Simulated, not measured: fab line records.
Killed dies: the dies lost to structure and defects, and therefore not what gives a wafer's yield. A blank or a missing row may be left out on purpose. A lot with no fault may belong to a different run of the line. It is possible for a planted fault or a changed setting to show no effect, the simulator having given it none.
Code-filled problem report in 8D (eight disciplines) form | flow n5Finfet | the parts of the form that need people (team, actions taken, sign-off) are left out

## 1. THE PROBLEM
Mean of rfFwdPowerW at N5_BEOL_M8_ETCH_66: 1038.3 W across 2 wafers in 2 lots; on wafers with no fault it is 834.5 W (standard deviation 2.9). Relative to the usual mean, that is a shift of +70 standard deviations.
The step: etches SOC in N2/H2, target depth 80 nm, overetch 16 nm, time 120 s.
Earliest sighting: wafer L681.4 on rieDiel-03 at day 13 00:31. Wafers with a number at this step in the record: 27, from 9 lots. Rule for "out", or "out of limits": more than 4 standard deviations from the usual mean. Any other wafer with a number is counted as sound.

## 2. WHAT IT IS, WHAT IT ISN'T
question                    | is                  | is not
which readings at this step | rfFwdPowerW, rfVppV | drypumpMotorCurrentA, oesProductAu, showerheadPlenumPTorr, throttleValvePct
which lots                  | L681, L685          | L672, L674, L677, L679, L680, L690, L691
which wafers of those lots  | L681.4, L685.2      | L681.1, L681.3, L685.4, L685.6
read on which tools         | rieDiel-03          | rieDiel-01, rieDiel-02
when                        | from day 13 00:31   | up to then (17 sound wafers); but 8 sound wafers of L685, L690, L691 came after

## 3. SUSPECTS, AND WHAT RULES EACH OUT
Counting: any tool at a process step up to the reading remains a suspect provided it ran every lot that is out. Sound lots after the first of them don't rule it out here, since some wafers of a struck lot are sound.
- rieDiel-03 at N5_BEOL_M8_DESCUM_33 (chemistry O2, time 7 s): kept. It processed each lot that is out (first: L681, day 13 00:26); up to then, its last sound lot is L680 (day 12 17:40).
- rieDiel-03 at N5_BEOL_M8_ETCH_66 (etches SOC in N2/H2, target depth 80 nm, overetch 16 nm, time 120 s): kept. It processed each lot that is out (first: L681, day 13 00:31); up to then, its last sound lot is L680 (day 12 17:45). On those wafers its own readings are out: rfFwdPowerW, rfVppV.
- rieDiel-03, N5_BEOL_M8_DESCUM_33: wafers that are out in chamber 1, sound lot-mates in chambers 0, 2, 3.
- rieDiel-03, N5_BEOL_M8_ETCH_66: wafers that are out in chamber 1, sound lot-mates in chambers 0, 2, 3.
Remaining after the count are rieDiel-03 at N5_BEOL_M8_DESCUM_33 and rieDiel-03 at N5_BEOL_M8_ETCH_66.

## 4. THE CAUSE (what the simulator had put in)
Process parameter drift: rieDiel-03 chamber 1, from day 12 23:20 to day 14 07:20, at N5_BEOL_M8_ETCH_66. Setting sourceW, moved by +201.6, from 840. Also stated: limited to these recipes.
Counting left 2 suspects, and this tool is among them.

## 5. THE CHAIN OF EFFECTS, in route order
One row per reading whose mean, taken over the struck wafers that have a number, lies over 3 standard deviations from the usual. Only readings whose record carries a usual standard deviation are examined. hours: median over the lots of the time between each lot's start at the first step of this table that gives one and its start at this step. sigmas: the change, counted in usual standard deviations.
hours | step               | reading     | usual   | on struck wafers | change | sigmas
0     | N5_BEOL_M8_ETCH_66 | rfFwdPowerW | 834.5 W | 1038.3           | +203.8 | +70
0     | N5_BEOL_M8_ETCH_66 | rfVppV      | 522.4 V | 484.0            | -38.4  | -14
Process steps it contains:
- N5_BEOL_M8_ETCH_66: etches SOC in N2/H2, target depth 80 nm, overetch 16 nm, time 120 s.

## 6. WHAT WOULD HAVE CAUGHT IT SOONER
In this record the first reading out of limits was taken at day 13 00:31, 1 hour after the fault began at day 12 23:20.
